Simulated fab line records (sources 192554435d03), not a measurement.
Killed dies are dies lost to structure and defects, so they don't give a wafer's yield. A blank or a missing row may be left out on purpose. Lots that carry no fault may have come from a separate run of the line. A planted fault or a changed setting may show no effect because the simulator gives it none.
A struck lot beside a sound one ; flow n5Finfet ; 36 out of 1938 route steps
Sound: these wafers, L562.4, L562.5, L562.6. Struck: wafers L561.3, L561.4. (L561.6 of the same lot was not struck and is left out.) The cause comes at the end.
Order at every step that has rows: each side's tool, ch and its chambers, its first start. Under that, the readings that differ: sound wafers ; struck wafers ; difference of the means ; sigmas: that difference in standard deviations of wafers without a fault.
alike: readings with means less than 2 such deviations apart, plus words and numbers identical on both sides. not compared: withheld readings, readings lacking a value on some wafer, bounds such as >300 that could conceal the same value, and numbers that have no deviation in the record and whose values overlap.
The two part at a step that has a row with sigmas, a row that says differs or no value, or rows on one side only. When numbers do not overlap yet have no deviation, they are printed without sigmas and do not part them. A reading missing from all wafers of one side parts the sides only when that side holds two or more wafers.

first, 8 steps without rows for these wafers: N5_BEOL_M10_SPUTTER_48 (material Cu, target thk 12 nm, time 2 s); N5_BEOL_M10_ECD_50 (material Cu, target thk 318 nm); N5_BEOL_M10_ANNEAL_51 (time 90 s); N5_BEOL_M10_CMP_52 (polishes, stops on SiCOH lowk, t overpolish 7 s, target thk 140 nm); N5_BEOL_M10_PRE_CLEAN_55 (time 15 s); N5_BEOL_M10_DEP_56 (deposits SiCN from 3MS/NH3, target thk 15 nm, time 26.5 s); N5_BEOL_M11_ILD_DEP_00 (deposits SiCOH lowk from DEMS/porogen, target thk 308.51 nm, time 58 s); N5_BEOL_M11_CURE_71 (cures SiCOH lowk, time 240 s).
N5_BEOL_M11_PECVD_70: deposits SiO2 from TEOS/O2, target thk 20 nm, time 22.7 s.
  sound on pecvd-02 ch 0,1,2, day 13 07:23; struck on pecvd-03 ch 1, day 13 05:39
reading;sound;struck;difference;sigmas
throttleValvePct (%);21.4 22.7 21.4;25.8 25.8;+4.0;+3
model.SiO2_of_BEOL_M11_PECVD_70.thkNm (nm);20.4 20.2 20;13.2 13.6;-6.8;
  alike: chamberPressureTorr, heaterPowerOuterW, heaterPowerW, showerheadPlenumPTorr
then, 24 steps without rows for these wafers: N5_BEOL_M11_HM_DEP_02 (deposits TiN, target thk 20 nm); N5_BEOL_M11_COAT_59 (time 60 s, resist thk 100 nm); N5_BEOL_M11_COAT_60 (time 60 s, resist thk 30 nm); N5_BEOL_M11_COAT_05 (resist thk 90 nm); N5_BEOL_M11_EBR_07; N5_BEOL_M11_SOFTBAKE_06 (time 60 s); N5_BEOL_M11_EXPOSE_08 (exposes mask M11); N5_BEOL_M11_PEB_09 (peb time 60 s); N5_BEOL_M11_DEVELOP_10 (develop time 30 s); N5_BEOL_M11_DESCUM_16 (chemistry O2, time 7.9 s); N5_BEOL_M11_ETCH_61 (etches SiARC in CF4, target depth 39 nm, time 65 s); N5_BEOL_M11_ETCH_62 (etches SOC in N2/H2, target depth 110 nm, overetch 22 nm, time 165 s); N5_BEOL_M11_STRIP_68 (strips in N2/H2); N5_BEOL_M11_STRIP_67 (strips in CF4); N5_BEOL_M11_HM_OPEN_17 (chemistry Cl2/BCl3, target TiN, target depth 20 nm, overetch 6 nm); N5_BEOL_M11_STRIP_19 (strips in O2); N5_BEOL_M11_COAT_63 (time 60 s, resist thk 100 nm); N5_BEOL_M11_COAT_64 (time 60 s, resist thk 30 nm); N5_BEOL_M11_COAT_22 (resist thk 90 nm); N5_BEOL_M11_EBR_24; N5_BEOL_M11_SOFTBAKE_23 (time 60 s); N5_BEOL_M11_EXPOSE_25 (exposes mask V10); N5_BEOL_M11_PEB_26 (peb time 60 s); N5_BEOL_M11_DEVELOP_27 (develop time 30 s).
N5_BEOL_M11_HM_STRIP_39: strips TiN in peroxide tin strip, target depth 25 nm, time 158 s.
  sound on wetBench-05 ch 0,1,4, day 13 10:07; struck on wetBench-04 ch 4,7, day 13 11:00
reading;sound;struck;difference;sigmas
model.SiO2_of_BEOL_M11_PECVD_70.thkNm (nm);20.4 20 19.8;13 13.4;-7;
N5_BEOL_M11_CMP_52: polishes, stops on SiCOH lowk, t overpolish 7 s, target thk 140 nm.
  sound on cmp-01 ch 0,2,3, day 13 11:59; struck on cmp-04 ch 2,3, day 13 13:01
reading;sound;struck;difference;sigmas
barrierFieldEndpointS (s);29.6 29.2 29.4;20.6 21.7;-8.2;-13
  alike: motorCurrentA
N5_PASSIVATION_PROBE_49:
  rows exist in the record for the struck wafers here (prober-01, day 15 05:55), but not for the sound ones

## WHERE THEY PART
First at N5_BEOL_M11_PECVD_70; last, within this record, at N5_PASSIVATION_PROBE_49.

WHY: what the simulator had put in
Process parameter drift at N5_BEOL_M11_PECVD_70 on pecvd-03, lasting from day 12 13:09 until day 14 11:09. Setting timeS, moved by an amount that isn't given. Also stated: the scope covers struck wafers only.
